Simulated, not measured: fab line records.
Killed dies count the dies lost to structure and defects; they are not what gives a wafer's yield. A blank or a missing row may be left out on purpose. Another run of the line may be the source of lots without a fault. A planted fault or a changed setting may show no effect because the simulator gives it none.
Chamber matching | flow nand-harc | NHARC_A_BONDPAD_DESCUM_11 on rie-diel-03 has 4 sister chambers
The step chemistry O2, time 3 s. 42 wafers are shown with their chamber, then 12 later ones without.

## WAFERS PAIRED WITH THEIR CHAMBERS
wafer  | chamber | drypump-motor-current-A (A) | oes-product-au (a.u.) | rf-vpp-V (V)
L076.1 | 1       | 5.8                         | 1.013                 | 57.4
L076.2 | 3       | 5.7                         | 1.018                 | 57.4
L076.6 | 0       | 4.9                         | 1.015                 | 58.8
L074.1 | 2       | 5.5                         | 0.992                 | 57.0
L074.3 | 0       | 4.9                         | 1.016                 | 57.5
L074.4 | 1       | 5.7                         | 1.011                 | 57.9
L075.3 | 3       | 5.7                         | 1.023                 | 58.2
L075.4 | 2       | 5.5                         | 0.988                 | 56.5
L075.5 | 0       | 4.9                         | 1.017                 | 57.9
L080.1 | 1       | 5.8                         | 1.003                 | 57.2
L080.4 | 0       | 4.9                         | 1.016                 | 56.7
L080.5 | 0       | 4.9                         | 1.015                 | 56.8
L079.1 | 0       | 4.9                         | 1.009                 | 57.4
L079.3 | 3       | 5.6                         | 0.996                 | 59.1
L079.5 | 2       | 5.6                         | 0.983                 | 55.7
L081.2 | 3       | 5.6                         | 1.011                 | 56.8
L081.3 | 0       | 4.9                         | 1.005                 | 57.5
L081.4 | 1       | 5.7                         | 1.005                 | 59.6
L082.1 | 3       | 5.6                         | 1.021                 | 58.0
L082.2 | 0       | 4.9                         | 1.020                 | 56.8
L082.4 | 1       | 5.7                         | 1.000                 | 58.2
L084.3 | 1       | 5.8                         | 1.001                 | 57.4
L084.4 | 3       | 5.6                         | 1.007                 | 58.5
L084.5 | 3       | 5.6                         | 1.003                 | 57.5
L088.2 | 0       | 4.9                         | 1.013                 | 58.5
L088.3 | 1       | 5.7                         | 1.005                 | 59.2
L088.4 | 2       | 5.6                         | 0.990                 | 57.8
L086.1 | 3       | 5.6                         | 0.999                 | 57.1
L086.3 | 0       | 4.9                         | 1.012                 | 56.4
L086.5 | 2       | 5.6                         | 0.986                 | 58.3
L089.4 | 0       | 4.9                         | 1.006                 | 56.3
L089.5 | 2       | 5.6                         | 0.994                 | 55.9
L089.6 | 1       | 5.8                         | 1.004                 | 57.7
L085.3 | 0       | 4.9                         | 1.009                 | 58.4
L085.4 | 2       | 5.6                         | 0.995                 | 58.2
L085.5 | 0       | 4.9                         | 1.007                 | 57.7
L092.2 | 2       | 5.6                         | 0.997                 | 58.6
L092.3 | 0       | 4.9                         | 1.021                 | 58.1
L092.6 | 0       | 4.9                         | 1.022                 | 55.7
L090.2 | 2       | 5.6                         | 0.985                 | 56.8
L090.4 | 0       | 4.9                         | 1.011                 | 56.4
L090.6 | 2       | 5.6                         | 0.990                 | 57.3

SIGNATURES (averages over the wafers above)
reading                 | chamber 0 | chamber 1 | chamber 2 | chamber 3 | scatter within a chamber
drypump-motor-current-A | 4.900     | 5.750     | 5.580     | 5.625     | 0.0366
oes-product-au          | 1.01337   | 1.00525   | 0.99000   | 1.00975   | 0.00625
rf-vpp-V                | 57.306    | 58.075    | 57.210    | 57.825    | 0.902
Rule: for a wafer and a chamber, the distance is found by dividing, reading by reading, the gap between the wafer's reading and the chamber's mean by the reading's scatter, squaring, summing and taking the root. The wafer belongs to the nearest chamber; if the next one is less than 2 further off, it can't be placed. The scatter: take each reading less its chamber's mean, square it, sum over the shown wafers, divide by the number of wafers less the number of chambers, and take the root.

## WAFERS MISSING THEIR CHAMBER
wafer  | drypump-motor-current-A (A) | oes-product-au (a.u.) | rf-vpp-V (V)
L093.1 | 5.6                         | 1.012                 | 58.7
L093.3 | 4.9                         | 1.016                 | 57.6
L093.5 | 5.6                         | 1.010                 | 58.9
L097.1 | 5.7                         | 0.998                 | 57.3
L097.2 | 5.6                         | 0.995                 | 57.6
L097.5 | 5.5                         | 0.989                 | 55.6
L095.1 | 5.6                         | 1.001                 | 58.7
L095.4 | 5.6                         | 0.980                 | 57.5
L095.6 | 5.6                         | 0.990                 | 56.2
L094.2 | 5.6                         | 0.993                 | 57.4
L094.4 | 5.6                         | 1.001                 | 59.4
L094.6 | 5.6                         | 1.003                 | 58.3

## EACH ONE'S CHAMBER
wafer  | from the rows above          | in truth
L093.1 | 3                            | 3
L093.3 | 0                            | 0
L093.5 | 3                            | 3
L097.1 | can't be placed: 1 or 3 or 2 | 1
L097.2 | can't be placed: 2 or 3      | 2
L097.5 | 2                            | 2
L095.1 | can't be placed: 3 or 2      | 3
L095.4 | 2                            | 2
L095.6 | 2                            | 2
L094.2 | 2                            | 2
L094.4 | can't be placed: 3 or 2      | 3
L094.6 | can't be placed: 3 or 2      | 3
7 of 12 placed correctly. Unplaceable from these rows: 5, with the true chamber sitting among the candidates in 5. 0 placed wrongly.
